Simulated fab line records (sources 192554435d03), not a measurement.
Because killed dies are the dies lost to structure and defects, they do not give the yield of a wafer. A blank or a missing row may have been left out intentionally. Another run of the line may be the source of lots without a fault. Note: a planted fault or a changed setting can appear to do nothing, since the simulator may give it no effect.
Split-lot study    flow n5 finfet    on a route of 1938 steps: 7 lots, 39 wafers read

## THE SPLIT
At N5_FIN_SAQP_HM_DEP_03 (deposits SiNx from SiH4/NH3/N2, target thk 38 nm, time 33.6 s), the setting target thk a was moved away from the recipe's 380 angstrom on 15 of the 39 wafers read, by -48.6% to +48.7%. For the rest of the wafers, this setting stayed at what the recipe calls for.

## FROM THE SPLIT TO THE READING: what the file shows between them, 8 steps
- N5_FIN_SAQP_THK_MEAS_05
- N5_FIN_SAQP_PECVD_47: deposits a-Si from SiH4/He, target thk 45 nm, time 36.3 s
- N5_FIN_SAQP_PECVD_48: deposits SiNx from SiH4/NH3/N2, target thk 25 nm, time 22.1 s
- N5_FIN_SAQP_MANDREL2_REMOVE_60: chemistry HBr/Cl2/O2, target a-Si, stops on SiNx, bt time 10 s
- N5_FIN_SAQP_HM_OPEN_33: chemistry CH3F/O2, target SiNx, target depth 49.4 nm, time 70.6 s
- N5_FIN_SAQP_ETCH_34: etches SiO2 in C4F6/O2, target depth 45 nm, time 15 s
- N5_FIN_SAQP_STRIP_77: strips in N2/H2, time 90 s
- N5_FIN_SAQP_ETCH_64: etches SiO2 in CF4, target depth 1.5 nm

## THE READING
FIN_SAQP.cd nm (the simulator's own value, which no gauge read), in nm, at N5_FIN_SAQP_FIN_ETCH_36 (etches the open film in HBr/Cl2/O2, target depth 120 nm, time 50.4 s). The file gives no usual value for it. Across the 24 wafers here that went through the recipe, the average is 8.1 nm and the standard deviation 0.12 nm.

wafer   tool, chamber at the split  target thk a as run, angstrom  against the recipe  FIN_SAQP.cd nm, nm  against lot-mates on the recipe
L074.1  pecvd-02, 1                 195.3                          -48.6%              8.4                 +0.4
L074.2  pecvd-02, 0                 195.3                          -48.6%              8.4                 +0.4
L074.3  pecvd-02, 2                 195.3                          -48.6%              8.4                 +0.4
L074.4  pecvd-02, 2                 380                            recipe              8                   -
L074.5  pecvd-02, 0                 380                            recipe              8                   -
L074.6  pecvd-02, 1                 380                            recipe              8                   -
L080.1  pecvd-02, 2                 380                            recipe              8                   -
L080.4  pecvd-02, 0                 380                            recipe              8.2                 -
L080.6  pecvd-02, 2                 380                            recipe              8.2                 -
L087.1  pecvd-02, 1,0               380                            recipe              8                   -
L087.3  pecvd-02, 2                 380                            recipe              8                   -
L087.2  pecvd-02, 1,0               380                            recipe              8.2                 -
L087.4  pecvd-02, 2                 564.9                          +48.7%              7.8                 -0.3
L087.6  pecvd-02, 1                 564.9                          +48.7%              7.8                 -0.3
L087.5  pecvd-02, 0                 564.9                          +48.7%              7.6                 -0.5
L088.1  pecvd-03, 0                 380                            recipe              8.2                 -
L088.2  pecvd-03, 1                 380                            recipe              8.2                 -
L088.3  pecvd-03, 2                 380                            recipe              8.2                 -
L088.5  pecvd-03, 2                 380                            recipe              8.2                 -
L088.6  pecvd-03, 1                 380                            recipe              8.2                 -
L088.4  pecvd-03, 0                 380                            recipe              8                   -
L090.1  pecvd-04, 0,2               380                            recipe              8                   -
L090.3  pecvd-04, 2                 380                            recipe              8                   -
L090.2  pecvd-04, 1                 561                            +47.6%              7.6                 -0.3
L090.6  pecvd-04, 0                 561                            +47.6%              7.6                 -0.3
L090.4  pecvd-04, 0,2               380                            recipe              7.8                 -
L090.5  pecvd-04, 1                 561                            +47.6%              7.8                 -0.1
L095.1  pecvd-04, 2                 483.1                          +27.1%              7.8                 -0.3
L095.3  pecvd-04, 0                 483.1                          +27.1%              7.8                 -0.3
L095.5  pecvd-04, 1                 483.1                          +27.1%              7.8                 -0.3
L095.2  pecvd-04, 1                 380                            recipe              8.2                 -
L095.4  pecvd-04, 0                 380                            recipe              8                   -
L095.6  pecvd-04, 2                 380                            recipe              8                   -
L096.1  pecvd-03, 0                 218.7                          -42.4%              8.4                 +0.5
L096.2  pecvd-03, 2                 218.7                          -42.4%              8.4                 +0.5
L096.3  pecvd-03, 1                 218.7                          -42.4%              8.4                 +0.5
L096.4  pecvd-03, 2                 380                            recipe              8                   -
L096.5  pecvd-03, 0                 380                            recipe              8                   -
L096.6  pecvd-03, 1                 380                            recipe              7.8                 -
Rows listing several chambers each stand for several wafers; the file does not say which wafer went through which chamber.

THE FIT
A straight line over all 39 wafers: FIN_SAQP.cd nm changes by -0.0076 nm for each +1% of target thk a; r = -0.89; the points scatter about the line by 0.11 nm.
The same after taking each lot's own level away (the mean of its wafers on the recipe; 39 wafers): -0.00797 nm for each +1%; r = -0.92; scatter 0.091 nm.
According to that fit, moving target thk a by its largest amount changes the reading by 0.39 nm.
From 7.93 to 8.17 nm: that is the span of the lots' own levels, equal to 1.9 times the standard deviation above.
The two slopes are in agreement: the lot-to-lot level therefore moves the slope only a little.
Check: with one of the wafers moved furthest among these (+48.7%) left out of the fit, the line predicts -0.38 nm for it against its lot-mates. It came out at -0.267 nm against them.

## THE WHOLE CHAIN: every reading that the file lists as answering this split, in the file's order
step                     what it does                                                          reading                                                                             change (the file's fit)                  r (the file's)
N5_FIN_SAQP_HM_DEP_03    deposits SiNx from SiH4/NH3/N2, target thk 38 nm, time 33.6 s         SiNx_of_FIN_SAQP_HM_DEP_03.thk nm (the simulator's own value, which no gauge read)  +0.39 nm for each +1% of the setting     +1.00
N5_FIN_SAQP_THK_MEAS_05                                                                        thk nm                                                                              withheld for each +1% of the setting     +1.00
N5_FIN_SAQP_HM_OPEN_33   chemistry CH3F/O2, target SiNx, target depth 49.4 nm, time 70.6 s     etch rf on time s                                                                   withheld for each +1% of the setting     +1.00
N5_FIN_SAQP_HM_OPEN_33   chemistry CH3F/O2, target SiNx, target depth 49.4 nm, time 70.6 s     etch.depth nm (the simulator's own value, which no gauge read)                      +0.39 nm for each +1% of the setting     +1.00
N5_FIN_SAQP_HM_OPEN_33   chemistry CH3F/O2, target SiNx, target depth 49.4 nm, time 70.6 s     FIN_SAQP.cd nm (the simulator's own value, which no gauge read)                     -0.00648 nm for each +1% of the setting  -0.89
N5_FIN_SAQP_FIN_ETCH_36  etches the open film in HBr/Cl2/O2, target depth 120 nm, time 50.4 s  FIN_SAQP.cd nm (the simulator's own value, which no gauge read)                     -0.00791 nm for each +1% of the setting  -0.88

## THE FILE'S OWN FIT
FIN_SAQP.cd nm changes by -0.00791 nm for each +1% of target thk a, r = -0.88.
